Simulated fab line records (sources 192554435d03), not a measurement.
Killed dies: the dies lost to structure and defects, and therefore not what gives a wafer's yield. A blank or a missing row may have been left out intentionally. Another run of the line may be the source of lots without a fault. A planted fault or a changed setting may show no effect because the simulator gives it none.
fab line records -- flow n5Finfet
record: lots: 6, wafers: 18, lastDay: 15
route steps=1938 shown STI_FIN_REVEAL@203 DUMMY_GATE@212 BEOL_M4@1111
lots untouched by any fault: they come from a run of this same line in which no faults occurred
startH: start of the lot's first displayed wafer, in hours after the record's first day -- waitH: time in hours since the lot's previous step -- " same as the row above -- L1.1+2: a single row standing in for several wafers -- - either no value or no given start -- * or withheld: withheld -- < > ~ a bound
route shown NAME@n: a module of which the file shows steps, and the number in the route of the first -- usual: average and standard deviation across the fault-free wafers -- same: alike in all rows -- chamber/n: place in a boat -- sites: the reading at each site -- _std_site: standard deviation across them -- _edge_site: outer sites' mean less inner sites' -- radiusMm: how far each site lies from the wafer's centre -- mask NAME#n: copy n -- behind: the last tool/chamber to shape the wafer -- hold: what put the lot on hold/how long, in hours/how the hold closed -- device: the transistor (n, p or np) that didn't switch -- end of line: the same wafers' tests at the end of the route -- a step without rows: its recipe alone -- killed: count of dies lost to structure and defects at first sort (not the wafer's yield) -- map: a wafer's dies, marking killed ones x, the rest . and places with no die _
set.NAME: the run value of the setting; set.NAME@STEP: its run value at that earlier step -- model.NAME: the simulator's own value behind a step, which no gauge read
lots at some steps of the route; a table a step, a row a wafer
services: the hour from which a tool's chamber was out of use, counted from the record's first day as startH (under 0 if before that day), plus the number of hours and why
== steps ==
step: N5_STI_FIN_REVEAL_SRD_21
recipe: dry: ipaMarangoni, timeS: 30, tempC: 23, rinseLiquid: diw
step: N5_STI_FIN_REVEAL_OXIDATION_33
recipe: chemistry: O2_PLASMA_REMOTE, tempC: 150, timeS: 20, pressureMtorr: 1000, sourcePowerW: 2000, o2FlowSccm: 3000
usual: drypumpMotorCurrentA: 5.9/0.4, heaterPowerW: 142/14
lot.wafer,tool,chamber,startH,waitH,drypumpMotorCurrentA,heaterPowerW,rfHoursCounterH
L873.3,plasmaAsher-02,0,49.90,0.1,6.0,155,-
L873.5,plasmaAsher-02,0,49.90,0.1,6.0,154,-
L873.6,plasmaAsher-02,1,49.90,0.1,5.6,161,-
L876.3,plasmaAsher-02,0,67.50,0.1,6.0,149,-
L876.4,plasmaAsher-02,1,67.50,0.1,5.5,156,-
L876.5,plasmaAsher-02,0,67.50,0.1,6.0,155,-
L878.1,plasmaAsher-01,1,79.05,0.0,6.5,125,34
L878.4,plasmaAsher-01,1,79.05,0.0,6.5,125,-
L878.5,plasmaAsher-01,0,79.05,0.0,5.5,134,-
L884.2,plasmaAsher-01,0,114.78,0.0,5.5,132,42
L884.3,plasmaAsher-01,1,114.78,0.0,6.5,124,-
L884.6,plasmaAsher-01,0,114.78,0.0,5.5,134,-
L885.2,plasmaAsher-01,0,124.20,0.0,5.6,132,45
L885.4,plasmaAsher-01,1,124.20,0.0,6.5,124,-
L885.5,plasmaAsher-01,1,124.20,0.0,6.5,125,-
L886.1,plasmaAsher-02,0,127.98,0.0,6.0,158,108
L886.2,plasmaAsher-02,1,127.98,0.0,5.6,159,108
L886.5,plasmaAsher-02,0,127.98,0.0,5.9,155,-
step: N5_STI_FIN_REVEAL_CLEAN_19
recipe: chemistry: O3/DIW, tempC: 25, timeS: 120, o3Ppm: 10
step: N5_STI_FIN_REVEAL_SRD_23
recipe: dry: ipaMarangoni, timeS: 30, tempC: 23, rinseLiquid: diw
step: N5_STI_FIN_REVEAL_CD_MEAS_22
recipe: targetCdNm: 6.238, pitchNm: 28, polarity: line
usual: cdNm: 6.3/0.31
lot.wafer,tool,chamber,startH,waitH,cdNm
L873.3,cdSem-03,-,50.05,0.0,7.1
L873.5,cdSem-03,-,50.05,0.0,5.6
L873.6,cdSem-03,-,50.05,0.0,6.5
L876.3,cdSem-03,-,67.65,0.0,6.4
L876.4,cdSem-03,-,67.65,0.0,6.3
L876.5,cdSem-03,-,67.65,0.0,7.1
L878.1,cdSem-01,-,79.21,0.0,6.7
L878.4,cdSem-01,-,79.21,0.0,6.6
L878.5,cdSem-01,-,79.21,0.0,6.0
L884.2,cdSem-01,-,114.95,0.0,6.5
L884.3,cdSem-01,-,114.95,0.0,6.3
L884.6,cdSem-01,-,114.95,0.0,6.6
L885.2,cdSem-02,-,124.37,0.0,6.3
L885.4,cdSem-02,-,124.37,0.0,6.7
L885.5,cdSem-02,-,124.37,0.0,6.1
L886.1,cdSem-02,-,128.15,0.0,5.8
L886.2,cdSem-02,-,128.15,0.0,6.3
L886.5,cdSem-02,-,128.15,0.0,6.6
step: N5_STI_FIN_REVEAL_FIN_H_MEAS_10
usual: trenchDepthNm: 52.5/1
lot.wafer,tool,chamber,startH,waitH,trenchDepthNm
L873.3,ocd-02,-,50.08,0.0,51.6
L873.5,ocd-02,-,50.08,0.0,53.0
L873.6,ocd-02,-,50.08,0.0,52.0
L876.3,ocd-02,-,67.68,0.0,53.2
L876.4,ocd-02,-,67.68,0.0,55.0
L876.5,ocd-02,-,67.68,0.0,52.4
L878.1,ocd-02,-,79.24,0.0,53.4
L878.4,ocd-02,-,79.24,0.0,52.2
L878.5,ocd-02,-,79.24,0.0,52.4
L884.2,ocd-02,-,114.98,0.0,51.6
L884.3,ocd-02,-,114.98,0.0,53.6
L884.6,ocd-02,-,114.98,0.0,53.6
L885.2,ocd-02,-,124.40,0.0,51.9
L885.4,ocd-02,-,124.40,0.0,53.4
L885.5,ocd-02,-,124.40,0.0,52.4
L886.1,ocd-02,-,128.18,0.0,52.1
L886.2,ocd-02,-,128.18,0.0,52.8
L886.5,ocd-02,-,128.18,0.0,52.4
step: N5_STI_FIN_REVEAL_PRECLEAN_18
recipe: chemistry: SC2, timeS: 45, tempC: 35, mix: 1:1:50
step: N5_STI_FIN_REVEAL_SRD_28
recipe: dry: ipaMarangoni, timeS: 30, tempC: 23, rinseLiquid: diw
step: N5_STI_FIN_REVEAL_INSPECT_13
recipe: inspectInstrument: darkfield, mode: postClean
usual: rawDefectCount: 12/5.7
lot.wafer,tool,chamber,startH,waitH,rawDefectCount
L873.3,defectInspect-01,-,50.17,0.0,10
L873.5,defectInspect-01,-,50.17,0.0,3
L873.6,defectInspect-01,-,50.17,0.0,13
L876.3,defectInspect-02,-,67.76,0.0,18
L876.4,defectInspect-02,-,67.76,0.0,14
L876.5,defectInspect-02,-,67.76,0.0,13
L878.1,defectInspect-01,-,79.33,0.0,17
L878.4,defectInspect-01,-,79.33,0.0,13
L878.5,defectInspect-01,-,79.33,0.0,8
L884.2,defectInspect-01,-,115.07,0.0,14
L884.3,defectInspect-01,-,115.07,0.0,7
L884.6,defectInspect-01,-,115.07,0.0,18
L885.2,defectInspect-02,-,124.49,0.0,10
L885.4,defectInspect-02,-,124.49,0.0,15
L885.5,defectInspect-02,-,124.49,0.0,12
L886.1,defectInspect-02,-,128.27,0.0,11
L886.2,defectInspect-02,-,128.27,0.0,12
L886.5,defectInspect-02,-,128.27,0.0,19
step: N5_DUMMY_GATE_PRECLEAN_00
recipe: chemistry: O3/DIW, timeS: 60, tempC: 22, o3Ppm: 10
step: N5_DUMMY_GATE_SRD_01
recipe: timeS: 30, tempC: 23, rinseLiquid: diw, dry: ipaMarangoni
step: N5_DUMMY_GATE_ALD_02
recipe: material: SiO2, targetThkA: 20, tempC: 300, aldPrecursorFamily: BDEAS, aldCoReactant: O2-plasma, pulseTimeS: 1, pressureTorr: 2
usual: heaterPowerW: 465/44, precursorPulseHeightRel: 1.001/0.019
lot.wafer,tool,chamber,startH,waitH,heaterPowerW,precursorPulseHeightRel
L873.3,aldSin-01,0,50.29,0.0,540,0.994
L873.5,aldSin-01,0,50.29,0.0,544,0.991
L873.6,aldSin-01,1,50.29,0.0,413,1.028
L876.3,aldSin-02,2,67.89,0.0,430,1.021
L876.4,aldSin-02,0,67.89,0.0,438,1.009
L876.5,aldSin-02,2,67.89,0.0,426,1.024
L878.1,aldSin-04,1,80.10,0.7,452,0.974
L878.4,aldSin-04,2,80.10,0.7,525,1.014
L878.5,aldSin-04,0,80.10,0.7,481,0.988
L884.2,aldSin-02,1,116.07,0.9,521,0.997
L884.3,aldSin-02,3,116.07,0.9,396,0.999
L884.6,aldSin-02,3,116.07,0.9,409,1.000
L885.2,aldSin-04,0,124.58,0.0,491,1.045
L885.4,aldSin-04,2,124.58,0.0,507,1.004
L885.5,aldSin-04,3,124.58,0.0,457,0.986
L886.1,aldSin-02,2,128.37,0.0,430,0.995
L886.2,aldSin-02,3,128.37,0.0,395,0.984
L886.5,aldSin-02,0,128.37,0.0,442,1.004
step: N5_DUMMY_GATE_CVD_03
recipe: material: a-Si, targetThkA: 1500, tempC: 530, precursor: SiH4, timeS: 8042
usual: spikeTcBottomC: 553/4.1, spikeTcCentreC: 531.5/0.72, spikeTcLowerC: 529.5/0.8, spikeTcTopC: 554.5/2.5, spikeTcUpperC: 530.2/0.66, susceptorTempC: 529.98/0.11
lot.wafer,tool,chamber,startH,waitH,spikeTcBottomC,spikeTcCentreC,spikeTcLowerC,spikeTcTopC,spikeTcUpperC,susceptorTempC,model.a-Si_of_DUMMY_GATE_CVD_03.thkNm
L873.3,lpcvd-02,0/25,50.40,0.1,551,531.0,528.5,558.2,530.9,530.09,148.2
L873.5,lpcvd-02,0/34,50.40,0.1,551,531.0,528.5,558.2,530.9,530.09,149.2
L873.6,lpcvd-02,0/39,50.40,0.1,551,531.0,528.5,558.2,530.9,530.09,148.8
L876.3,lpcvd-01,1/100,68.00,0.1,557,531.2,530.3,553.8,530.7,529.91,150.4
L876.4,lpcvd-01,1/104,68.00,0.1,557,531.2,530.3,553.8,530.7,529.91,151.4
L876.5,lpcvd-01,1/109,68.00,0.1,557,531.2,530.3,553.8,530.7,529.91,150.8
L878.1,lpcvd-02,1/15,80.20,0.1,553,532.6,528.5,551.1,529.8,529.86,150.6
L878.4,lpcvd-02,1/29,80.20,0.1,553,532.6,528.5,551.1,529.8,529.86,150.4
L878.5,lpcvd-02,1/34,80.20,0.1,553,532.6,528.5,551.1,529.8,529.86,149
L884.2,lpcvd-01,1/20,116.17,0.1,579,553.8,552.2,574.7,552.7,552.17,274.2
L884.3,lpcvd-01,1/25,116.17,0.1,579,553.8,552.2,574.7,552.7,552.17,272.4
L884.6,lpcvd-01,1/39,116.17,0.1,579,553.8,552.2,574.7,552.7,552.17,272.8
L885.2,lpcvd-02,1/45,124.70,0.1,553,532.2,529.3,551.5,529.5,529.89,150.2
L885.4,lpcvd-02,1/54,124.70,0.1,553,532.2,529.3,551.5,529.5,529.89,149.4
L885.5,lpcvd-02,1/59,124.70,0.1,553,532.2,529.3,551.5,529.5,529.89,150.2
L886.1,lpcvd-01,1/65,128.47,0.1,579,552.9,552.4,574.5,553.1,552.26,275.6
L886.2,lpcvd-01,1/70,128.47,0.1,579,552.9,552.4,574.5,553.1,552.26,275.4
L886.5,lpcvd-01,1/84,128.47,0.1,579,552.9,552.4,574.5,553.1,552.26,275.4
step: N5_DUMMY_GATE_PRECLEAN_46
recipe: chemistry: DIW, timeS: 89.5, tempC: 23
step: N5_DUMMY_GATE_SRD_47
recipe: dryTimeS: 32, dry: n2Spin, spinRpm: 1500
step: N5_DUMMY_GATE_CMP_04
recipe: material: a-Si, postCmpClean: alkalineBrush
usual: motorCurrentA: 10.6/1.7, padLifeWafers: 936/430, timeToEndpointS: 12/3.2
lot.wafer,tool,chamber,startH,waitH,motorCurrentA,padLifeWafers,timeToEndpointS
L873.3,cmp-01,3,54.17,0.1,8.9,1327,8
L873.6,cmp-01,2,54.17,0.1,11.1,-,13
L873.5,cmp-01,3,54.17,0.1,9.3,-,7
L876.4,cmp-03,2,71.76,0.1,10.1,133,11
L876.3,cmp-03,0,71.76,0.1,8.7,135,16
L876.5,cmp-03,1,71.76,0.1,14.3,-,11
L878.1,cmp-01,2,83.99,0.1,10.9,1501,11
L878.4,cmp-01,3,83.99,0.1,9.0,1502,6
L878.5,cmp-01,2,83.99,0.1,11.2,-,9
L884.3,cmp-03,2,119.94,0.1,10.3,571,29
L884.2,cmp-03,3,119.94,0.1,9.1,572,28
L884.6,cmp-03,1,119.94,0.1,15.0,-,29
L885.4,cmp-03,2,128.46,0.1,10.8,643,9
L885.2,cmp-03,3,128.46,0.1,9.1,644,9
L885.5,cmp-03,1,128.46,0.1,14.9,-,9
L886.2,cmp-04,1,132.28,0.1,11.7,1225,36
L886.1,cmp-04,3,132.28,0.1,11.9,1227,40
L886.5,cmp-04,0,132.28,0.1,9.6,-,35
step: N5_DUMMY_GATE_THK_MEAS_05
usual: thkNm: 71.3/1.2
lot.wafer,tool,chamber,startH,waitH,thkNm
L873.3,filmMetro-02,-,54.38,0.2,69.8
L873.5,filmMetro-02,-,54.38,0.2,69.9
L873.6,filmMetro-02,-,54.38,0.2,70.2
L876.3,filmMetro-01,-,71.97,0.1,71.8
L876.4,filmMetro-01,-,71.97,0.1,70.2
L876.5,filmMetro-01,-,71.97,0.1,70.4
L878.1,filmMetro-02,-,84.20,0.2,71.3
L878.4,filmMetro-02,-,84.20,0.2,69.9
L878.5,filmMetro-02,-,84.20,0.2,70.7
L884.2,filmMetro-01,-,120.15,0.1,70.8
L884.3,filmMetro-01,-,120.15,0.1,70.1
L884.6,filmMetro-01,-,120.15,0.1,72.3
L885.2,filmMetro-02,-,128.67,0.1,69.1
L885.4,filmMetro-02,-,128.67,0.1,70.4
L885.5,filmMetro-02,-,128.67,0.1,70.4
L886.1,filmMetro-01,-,132.49,0.1,73.3
L886.2,filmMetro-01,-,132.49,0.1,71.3
L886.5,filmMetro-01,-,132.49,0.1,72.2
step: N5_BEOL_M4_RC_MEAS_101
usual: DIBL_N: 36.7/2.4, DIBL_P: 37.4/2.9, IOFF_N: 0.18/0.05, IOFF_P: 0.23/0.058, ION_N: 683/16, ION_P: 467/11, SS_N: 71.7/0.77, SS_P: 73.5/0.87, VT_N: 249/4.3, VT_P: -250/4.4
lot.wafer,tool,chamber,startH,waitH,DIBL_N[mV/V],DIBL_P[mV/V],IOFF_N[nA/um],IOFF_P[nA/um],ION_N[uA/um],ION_P[uA/um],SS_N[mV/dec],SS_P[mV/dec],VT_N[mV],VT_P[mV]
L873.3,prober-01,0,173.56,0.3,40.5,39.3,0.25,0.24,689,462,72.2,73.7,243,-251
L873.5,prober-01,0,173.56,0.3,34.7,33.2,0.11,0.15,654,450,70.8,72.2,258,-257
L873.6,prober-01,0,173.56,0.3,41.1,41.3,0.24,0.27,692,461,72.6,74.0,247,-250
L876.3,prober-01,0,196.27,0.3,37.1,38.5,0.19,0.23,694,472,71.3,73.6,246,-250
L876.4,prober-01,0,196.27,0.3,39.4,43.2,0.25,0.34,710,486,72.3,74.7,245,-245
L876.5,prober-01,0,196.27,0.3,39.5,42.6,0.26,0.32,692,468,73.1,75.1,242,-246
L878.1,prober-02,0,202.78,0.0,39.8,40.4,0.26,0.29,707,472,73.0,73.8,242,-246
L878.4,prober-02,0,202.78,0.0,40.2,42.7,0.28,0.34,688,471,72.0,75.4,242,-245
L878.5,prober-02,0,202.78,0.0,33.9,35.4,0.14,0.19,661,460,70.8,73.2,251,-249
L884.2,prober-01,0,244.55,0.2,36.2,37.7,0.16,0.24,671,462,71.4,73.8,248,-247
L884.3,prober-01,0,244.55,0.2,36.1,36.3,0.14,0.21,680,467,71.3,73.2,252,-250
L884.6,prober-01,0,244.55,0.2,38.2,39.2,0.20,0.27,698,476,72.2,74.0,249,-245
L886.1,prober-01,0,251.47,0.0,34.5,33.6,0.14,0.18,670,458,71.1,72.3,254,-251
L886.2,prober-01,0,251.47,0.0,39.5,40.5,0.26,0.28,701,471,72.4,74.9,245,-247
L886.5,prober-01,0,251.47,0.0,37.0,37.1,0.21,0.22,695,464,71.6,73.4,245,-251
L885.2,prober-02,0,251.57,0.2,36.3,35.6,0.15,0.19,677,462,71.0,72.3,247,-252
L885.4,prober-02,0,251.57,0.2,33.9,34.7,0.14,0.20,696,478,70.7,72.1,247,-248
L885.5,prober-02,0,251.57,0.2,36.3,36.5,0.15,0.21,682,472,70.6,73.5,245,-246
== services ==
tool,chamber,startH,hours,kind
cmp-01,-,26.89,1.8,repair
cmp-03,-,29.57,4.0,pm
plasmaAsher-01,-,35.16,4.1,repair
cmp-01,-,50.37,0.7,repair
aldSin-02,3,53.36,14.6,repair
cmp-01,-,70.69,3.3,pm
cmp-01,-,77.15,3.3,repair
aldSin-04,-,85.37,14.0,pm
aldSin-04,0,85.37,14.0,ventCycle
aldSin-04,1,85.37,14.0,ventCycle
aldSin-04,2,85.37,14.0,ventCycle
aldSin-04,3,85.37,14.0,ventCycle
cmp-03,-,87.12,1.6,repair
plasmaAsher-02,-,98.70,0.7,repair
aldSin-04,0,99.37,-,clean
aldSin-04,1,99.37,-,clean
aldSin-04,2,99.37,-,clean
aldSin-04,3,99.37,-,clean
cmp-03,-,121.86,1.9,repair
cmp-04,-,123.58,4.3,pm
== key ==
firstSign: step: N5_DUMMY_GATE_CVD_03, reading: susceptorTempC, direction: up, sigmas: 99+, usual: *, struck: *
effect: step: N5_DUMMY_GATE_CVD_03, reading: spikeTcUpperC, direction: up, sigmas: 34, usual: 530.2, struck: 552.9
effect: step: N5_DUMMY_GATE_CMP_04, reading: timeToEndpointS, direction: up, sigmas: 6.5, usual: *, struck: *
modelEffect: step: N5_DUMMY_GATE_CVD_03, value: a-Si_of_DUMMY_GATE_CVD_03.thkNm, without: 149.2, struck: 274.3
metAt N5_DUMMY_GATE_CVD_03
struckWafers L884.2,L884.3,L884.6,L886.1,L886.2,L886.5
onsetBetween 68.00 116.17
fault: kind: processParameterDrift, tool: lpcvd-01, chamber: -, onsetH: 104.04, steps: N5_DUMMY_GATE_CVD_03, channel: tempC, offset: *, shape: step, endH: 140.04, actsIn: *, stated: *
